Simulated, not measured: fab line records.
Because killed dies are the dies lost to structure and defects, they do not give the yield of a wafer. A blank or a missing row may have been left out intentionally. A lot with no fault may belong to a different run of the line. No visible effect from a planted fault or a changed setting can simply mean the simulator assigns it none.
fab line records ; flow nandHarc
record lots=11; wafers=33; lastDay=25
route steps=1159 shown A_M1@1043 A_BONDPAD@1060
lots with no fault: from the same line, run without faults
startH: hours from the record's first day to the start of the lot's first wafer shown ; waitH: hours elapsed since this lot's preceding step ; " as in the row above ; L1.1+2: several wafers, shown together as one row ; - no value, or no start was given ; * or withheld: withheld ; < > ~ a bound
route shown NAME@n: a module of which the file shows steps, and the number in the route of the first ; usual: mean and standard deviation over wafers with no fault ; same: alike in all rows ; chamber/n: place in a boat ; sites: readings site by site ; _std_site: standard deviation across them ; _edge_site: mean of outer sites minus mean of inner sites ; radiusMm: how far each site lies from the wafer's centre ; mask NAME#n: copy n ; behind: tool/chamber where the wafer was last shaped ; hold: why the lot went on hold/how many hours it stayed there/how the hold came to an end ; device: whichever transistor did not switch (one of n, p or np) ; end of line: at the end of the route, the tests of the same wafers ; a step with no rows: only its recipe ; killed: not the wafer's yield, but the dies lost to structure and defects at the first sort ; map: dies across one wafer; x = killed, . = not, _ = none there
set.NAME: the setting as run; set.NAME@STEP: as run at that earlier step ; model.NAME: the simulator's own value behind a step, which no gauge read
steps of the route over a sample of lots; a table a step, a row a wafer
services: when a tool's chamber went out of use (startH, in hours from the record's first day, below 0 if earlier), for how many hours, and the reason
## steps
# step NHARC_A_M1_STRIP_18
# recipe powerW=1000; n2FlowSccm=150; h2FlowSccm=150; arFlowSccm=0; biasW=0; chemistry=N2/H2
# usual drypumpMotorCurrentA=5.8/0.38; n2FlowSccm=150.0/0.47; oesProductAu=1.004/0.013; rfVppV=90.9/0.87; showerheadPlenumPTorr=2.07/0.097; throttleValvePct=14.170/0.0086
lot.wafer;tool;chamber;startH;waitH;drypumpMotorCurrentA;n2FlowSccm;oesProductAu;rfHoursCounterH;rfVppV;showerheadPlenumPTorr;throttleValvePct
L834.1;rieDiel-12;3;428.26;0.1;5.6;150.5;1.007;3;91.6;2.12;14.185
L834.4;rieDiel-12;0;428.26;0.1;5.6;150.8;1.014;3;91.2;2.20;14.176
L834.6;rieDiel-12;1;428.26;0.1;6.2;150.1;0.994;-;90.4;1.91;14.168
L831.2;rieDiel-12;2;431.16;0.1;6.2;150.5;1.019;3;90.4;2.03;14.174
L831.6;rieDiel-12;1;431.16;0.1;6.2;149.7;1.002;-;88.8;1.91;14.177
L831.5;rieDiel-12;2;431.16;0.1;6.2;150.1;1.021;-;91.1;2.03;14.187
L839.4;rieDiel-11;2;445.40;0.1;5.8;149.5;1.019;4;92.0;1.97;14.158
L839.6;rieDiel-11;2;445.40;0.1;5.8;149.6;1.015;-;90.2;1.97;14.162
L839.5;rieDiel-11;3;445.40;0.1;5.3;150.7;1.028;-;90.8;2.18;14.167
L836.2;rieDiel-12;3;447.38;0.1;5.6;150.4;1.012;5;91.6;2.12;14.181
L836.1;rieDiel-12;1;447.38;0.1;6.2;150.6;0.988;5;90.8;1.91;14.166
L836.5;rieDiel-12;3;447.38;0.1;5.6;149.5;1.020;-;91.6;2.12;14.164
L838.2;rieDiel-11;2;453.65;0.1;5.8;150.0;0.998;5;89.6;1.97;14.179
L838.1;rieDiel-11;0;453.65;0.1;6.3;149.9;1.022;3;90.9;2.05;14.180
L838.5;rieDiel-11;2;453.65;0.1;5.8;150.3;0.994;-;90.3;1.97;14.178
L840.4;rieDiel-10;3;501.47;0.1;5.7;150.0;0.996;3;91.4;2.12;14.169
L840.1;rieDiel-10;0;501.47;0.1;6.1;149.4;1.007;3;91.5;2.18;14.180
L840.6;rieDiel-10;0;501.47;0.1;6.1;149.8;1.010;-;91.0;2.18;14.172
L845.1;rieDiel-10;0;514.74;0.1;6.2;150.0;1.006;3;91.6;2.18;14.167
L845.4;rieDiel-10;1;514.74;0.1;5.0;150.4;0.997;3;90.0;1.94;14.175
L845.6;rieDiel-10;1;514.74;0.1;5.0;149.8;0.993;-;90.4;1.94;14.176
L847.1;rieDiel-12;3;515.39;0.1;5.6;150.3;1.011;11;92.2;2.12;14.171
L847.2;rieDiel-12;1;515.39;0.1;6.2;150.6;1.005;9;89.4;1.91;14.162
L847.6;rieDiel-12;3;515.39;0.1;5.6;149.6;1.020;-;91.4;2.12;14.158
L844.3;rieDiel-12;1;515.78;0.1;6.2;150.0;0.998;9;90.4;1.91;14.178
L844.1;rieDiel-12;2;515.78;0.1;6.1;149.9;1.012;11;92.6;2.03;14.176
L844.6;rieDiel-12;1;515.78;0.1;6.2;150.2;1.000;-;90.6;1.91;14.168
L851.2;rieDiel-12;1;531.21;0.1;6.2;149.5;1.001;11;90.0;1.91;14.165
L851.1;rieDiel-12;2;531.21;0.1;6.2;149.9;1.014;12;90.5;2.03;14.168
L851.6;rieDiel-12;0;531.21;0.1;5.6;150.3;1.015;-;91.4;2.20;14.189
L852.4;rieDiel-12;0;545.18;0.1;5.6;150.0;0.991;12;90.7;2.20;14.163
L852.3;rieDiel-12;1;545.18;0.1;6.2;149.6;0.990;11;88.9;1.91;14.161
L852.6;rieDiel-12;1;545.18;0.1;6.2;149.6;0.982;-;89.2;1.91;14.181
# step NHARC_A_BONDPAD_CMP_29
# recipe targetThkNm=200; material=SiCN
# usual motorCurrentA=12.2/1; slurryFilterDpKPa=13.51/0.13
lot.wafer;tool;chamber;startH;waitH;motorCurrentA;slurryFilterDpKPa
L834.1;cmp-02;0;431.62;-;12.0;13.58
L834.4;cmp-02;1;431.62;-;11.4;13.54
L834.6;cmp-02;0;431.62;-;11.9;13.44
L831.2;cmp-02;1;434.70;-;10.9;13.68
L831.6;cmp-02;2;434.70;-;12.6;13.34
L831.5;cmp-02;3;434.70;-;14.0;13.36
L839.4;cmp-02;1;448.76;-;11.9;13.50
L839.6;cmp-02;1;448.76;-;11.7;13.49
L839.5;cmp-02;2;448.76;-;12.5;13.36
L836.1;cmp-03;3;450.77;-;12.5;13.51
L836.2;cmp-03;0;450.77;-;11.4;13.52
L836.5;cmp-03;2;450.77;-;11.3;13.51
L838.1;cmp-02;1;457.21;-;11.9;13.47
L838.2;cmp-02;2;457.21;-;12.3;13.30
L838.5;cmp-02;1;457.21;-;11.3;13.47
L840.4;cmp-03;1;504.90;-;11.8;13.37
L840.1;cmp-03;3;504.90;-;11.8;13.52
L840.6;cmp-03;1;504.90;-;11.7;13.71
L845.1;cmp-03;2;518.03;-;11.3;13.34
L845.4;cmp-03;1;518.03;-;11.8;13.52
L845.6;cmp-03;2;518.03;-;11.6;13.23
L847.1;cmp-04;0;519.27;-;10.9;13.52
L847.2;cmp-04;3;519.27;-;11.9;13.48
L847.6;cmp-04;1;519.27;-;12.8;13.47
L844.1;cmp-04;1;519.69;-;13.6;13.33
L844.3;cmp-04;3;519.69;-;12.1;13.42
L844.6;cmp-04;0;519.69;-;10.8;13.48
L851.1;cmp-03;2;534.82;-;11.1;13.52
L851.2;cmp-03;3;534.82;-;11.7;13.56
L851.6;cmp-03;1;534.82;-;11.6;13.58
L852.4;cmp-02;2;548.53;-;12.2;13.58
L852.3;cmp-02;0;548.53;-;12.7;13.53
L852.6;cmp-02;1;548.53;-;11.6;13.78
# step NHARC_A_BONDPAD_SOFTBAKE_04
# recipe tempC=125; timeS=70
# usual heaterPowerTotalW=200.6/1.3
lot.wafer;tool;chamber;startH;waitH;heaterPowerTotalW
L834.1;lithoTrack-03;0;431;-;201.8
L834.4;lithoTrack-03;0;431;-;200.9
L834.6;lithoTrack-03;0;431;-;199.0
L831.2;lithoTrack-05;0;435;-;200.6
L831.5;lithoTrack-05;0;435;-;199.5
L831.6;lithoTrack-05;0;435;-;200.5
L839.4;lithoTrack-02;0;449;-;200.3
L839.5;lithoTrack-02;0;449;-;201.4
L839.6;lithoTrack-02;0;449;-;199.2
L836.1;lithoTrack-03;0;451;-;202.5
L836.2;lithoTrack-03;0;451;-;198.9
L836.5;lithoTrack-03;0;451;-;199.5
L838.1;lithoTrack-05;0;457;-;199.4
L838.2;lithoTrack-05;0;457;-;201.0
L838.5;lithoTrack-05;0;457;-;201.0
L840.1;lithoTrack-03;0;505;-;201.5
L840.4;lithoTrack-03;0;505;-;199.8
L840.6;lithoTrack-03;0;505;-;200.3
L845.1;lithoTrack-03;0;518;-;202.5
L845.4;lithoTrack-03;0;518;-;199.7
L845.6;lithoTrack-03;0;518;-;199.7
L847.1;lithoTrack-03;0;519;-;225.2
L847.2;lithoTrack-03;0;519;-;225.2
L847.6;lithoTrack-03;0;519;-;224.6
L844.1;lithoTrack-03;0;520;-;224.8
L844.3;lithoTrack-03;0;520;-;224.3
L844.6;lithoTrack-03;0;520;-;223.7
L851.1;lithoTrack-05;0;535;-;199.7
L851.2;lithoTrack-05;0;535;-;199.4
L851.6;lithoTrack-05;0;535;-;199.4
L852.3;lithoTrack-05;0;548;-;201.5
L852.4;lithoTrack-05;0;548;-;201.9
L852.6;lithoTrack-05;0;548;-;200.8
# step NHARC_A_BONDPAD_ETCH_12
# recipe targetDepthA=2200; timeS=110; chf3FlowSccm=50; o2FlowSccm=10; arFlowSccm=200; rfW=500; biasW=200; chemistry=CHF3/O2
# usual drypumpMotorCurrentA=6.0/0.54; oesProductAu=0.950/0.029; rfVppV=371.1/2.8; showerheadPlenumPTorr=2.43/0.11; throttleValvePct=20.573/0.0097
lot.wafer;tool;chamber;startH;waitH;drypumpMotorCurrentA;oesProductAu;rfHoursCounterH;rfVppV;showerheadPlenumPTorr;throttleValvePct
L834.1;rieDiel-05;3;-;-;5.7;0.954;7;371.9;2.46;20.576
L834.4;rieDiel-05;0;-;-;5.9;0.915;16;371.3;2.42;20.568
L834.6;rieDiel-05;1;-;-;5.8;0.924;-;369.0;2.34;20.572
L831.2;rieDiel-06;3;-;-;5.4;0.996;0;373.3;2.53;20.568
L831.5;rieDiel-06;2;-;-;6.6;0.971;-;375.3;2.58;20.578
L831.6;rieDiel-06;3;-;-;5.4;0.996;-;375.0;2.53;20.574
L839.4;rieDiel-06;1;-;-;5.5;1.001;1;366.8;2.26;20.580
L839.5;rieDiel-06;1;-;-;5.4;1.001;-;367.7;2.26;20.563
L839.6;rieDiel-06;2;-;-;6.6;0.978;-;375.5;2.58;20.574
L836.1;rieDiel-05;0;-;-;5.9;0.914;18;370.2;2.42;20.555
L836.2;rieDiel-05;3;-;-;5.7;0.945;10;371.5;2.45;20.579
L836.5;rieDiel-05;1;-;-;5.8;0.934;-;370.3;2.34;20.567
L838.2;rieDiel-06;3;-;-;5.4;0.995;1;374.6;2.53;20.558
L838.1;rieDiel-06;1;-;-;5.4;0.994;1;367.3;2.26;20.576
L838.5;rieDiel-06;0;-;-;6.6;0.938;-;369.1;2.37;20.581
L840.4;rieDiel-05;0;-;-;5.9;0.918;27;371.5;2.41;20.564
L840.1;rieDiel-05;1;-;-;5.8;0.937;28;368.8;2.34;20.574
L840.6;rieDiel-05;3;-;-;5.7;0.941;-;373.0;2.45;20.574
L845.4;rieDiel-06;3;-;-;5.4;0.974;3;371.6;2.53;20.566
L845.1;rieDiel-06;0;-;-;6.6;0.938;3;369.6;2.37;20.560
L845.6;rieDiel-06;2;-;-;6.6;0.980;-;371.9;2.58;20.575
L847.2;rieDiel-06;3;-;-;5.4;0.948;3;373.1;2.53;20.580
L847.1;rieDiel-06;2;-;-;6.6;0.920;3;375.4;2.57;20.572
L847.6;rieDiel-06;3;-;-;5.4;0.933;-;373.6;2.53;20.581
L844.3;rieDiel-02;1;-;-;6.0;0.949;5;371.9;2.45;20.575
L844.1;rieDiel-02;0;-;-;5.0;0.934;6;369.9;2.38;20.578
L844.6;rieDiel-02;2;-;-;5.9;0.956;-;367.0;2.27;20.590
L851.2;rieDiel-06;3;-;-;5.4;0.980;4;372.2;2.53;20.571
L851.1;rieDiel-06;1;-;-;5.5;1.016;3;365.8;2.26;20.580
L851.6;rieDiel-06;2;-;-;6.7;0.951;-;374.9;2.57;20.579
L852.4;rieDiel-05;2;-;-;6.1;0.951;4;368.4;2.32;20.575
L852.3;rieDiel-05;3;-;-;5.7;0.963;4;373.7;2.45;20.571
L852.6;rieDiel-05;2;-;-;6.1;0.940;-;368.7;2.32;20.580
## services
tool;chamber;startH;hours;kind
cmp-02;-;406.88;3.1;repair
lithoTrack-05;-;412.00;7.0;pm
rieDiel-06;-;418.20;9.0;pm
rieDiel-12;1;419.44;3.3;repair
cmp-02;-;422.62;4.0;pm
cmp-04;-;429.58;3.0;repair
rieDiel-02;0;446.67;2.1;repair
cmp-03;-;456.86;4.0;pm
rieDiel-12;1;456.94;6.9;repair
cmp-02;-;477.28;0.7;repair
rieDiel-11;3;483.62;17.8;repair
cmp-04;-;488.58;1.1;repair
rieDiel-10;3;489.95;9.5;repair
rieDiel-05;0;492.03;5.2;repair
rieDiel-11;1;492.55;4.6;repair
cmp-04;-;499.06;4.0;pm
cmp-04;-;505.28;1.6;repair
rieDiel-02;-;505.58;9.0;pm
lithoTrack-02;-;515.00;7.0;pm
rieDiel-05;-;517.93;9.0;pm
cmp-02;-;520.62;4.0;pm
rieDiel-10;2;529.41;14.6;repair
rieDiel-10;-;530.50;9.0;pm
rieDiel-11;-;543.50;9.0;pm
## key
firstSign step=NHARC_A_BONDPAD_SOFTBAKE_04; reading=heaterPowerTotalW; direction=up; sigmas=19; usual=*; struck=*
effect none on later readings
metAt NHARC_A_BONDPAD_SOFTBAKE_04
struckLots L844,L847
notActingAt NHARC_A_M1_STRIP_18,NHARC_A_BONDPAD_CMP_29,NHARC_A_BONDPAD_ETCH_12
fault kind=processParameterDrift; tool=lithoTrack-03; chamber=-; onsetH=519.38; steps=NHARC_A_BONDPAD_SOFTBAKE_04; channel=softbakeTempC; offset=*; shape=step; endH=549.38; actsIn=*; stated=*
